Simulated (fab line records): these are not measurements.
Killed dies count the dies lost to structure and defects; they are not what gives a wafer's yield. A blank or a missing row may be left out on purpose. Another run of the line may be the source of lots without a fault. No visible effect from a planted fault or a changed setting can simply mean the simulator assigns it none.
Chamber matching + flow nandHarc + 4 sister chambers for NHARC_A_M1_DESCUM_14 on rieDiel-11
The step chemistry O2, time 3 s. 8 wafers are shown with their chamber, then 10 later ones without.

WAFERS WITH THEIR CHAMBER
| wafer  | chamber | drypumpMotorCurrentA (A) | rfVppV (V) |
|--------|---------|--------------------------|------------|
| L079.3 | 2       | 5.5                      | 56.2       |
| L083.3 | 0       | 5.9                      | 57.0       |
| L083.4 | 1       | 5.9                      | 56.5       |
| L085.1 | 3       | 5.6                      | 57.4       |
| L085.5 | 3       | 5.5                      | 58.4       |
| L085.6 | 0       | 5.8                      | 57.2       |
| L087.2 | 2       | 5.5                      | 55.5       |
| L087.3 | 1       | 5.8                      | 56.3       |

WAFERS WHOSE CHAMBER IS MISSING
| wafer  | drypumpMotorCurrentA (A) | rfVppV (V) |
|--------|--------------------------|------------|
| L087.4 | 5.6                      | 57.9       |
| L090.1 | 5.5                      | 56.8       |
| L090.2 | 5.8                      | 57.9       |
| L090.4 | 5.6                      | 58.1       |
| L092.2 | 5.8                      | 57.9       |
| L092.4 | 5.6                      | 57.9       |
| L092.5 | 5.8                      | 56.4       |
| L094.1 | 5.5                      | 55.9       |
| L094.3 | 5.6                      | 58.8       |
| L094.5 | 5.9                      | 57.0       |

WHICH CHAMBER EACH ONE RAN IN
| wafer  | from the rows above     | in truth |
|--------|-------------------------|----------|
| L087.4 | 3                       | 3        |
| L090.1 | can't be placed: 2 or 3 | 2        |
| L090.2 | can't be placed: 0 or 1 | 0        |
| L090.4 | 3                       | 3        |
| L092.2 | can't be placed: 0 or 1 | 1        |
| L092.4 | 3                       | 3        |
| L092.5 | can't be placed: 1 or 0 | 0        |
| L094.1 | 2                       | 2        |
| L094.3 | 3                       | 3        |
| L094.5 | can't be placed: 0 or 1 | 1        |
5 of 10 placed correctly. Not placeable from these rows: 5 (in 5, the candidates include the true chamber). Number placed wrongly: 0.
How it was worked out, from the rows above alone: a wafer's distance from a chamber is the root of the sum, over the readings, of the square of ((its reading less the chamber's mean) divided by the reading's scatter). The wafer belongs to the nearest chamber; if the next one is less than 2 further off, it can't be placed. The mean given for a chamber averages the wafers shown for that chamber. The scatter: take each reading less its chamber's mean, square it, sum over the shown wafers, divide by the number of wafers less the number of chambers, and take the root.
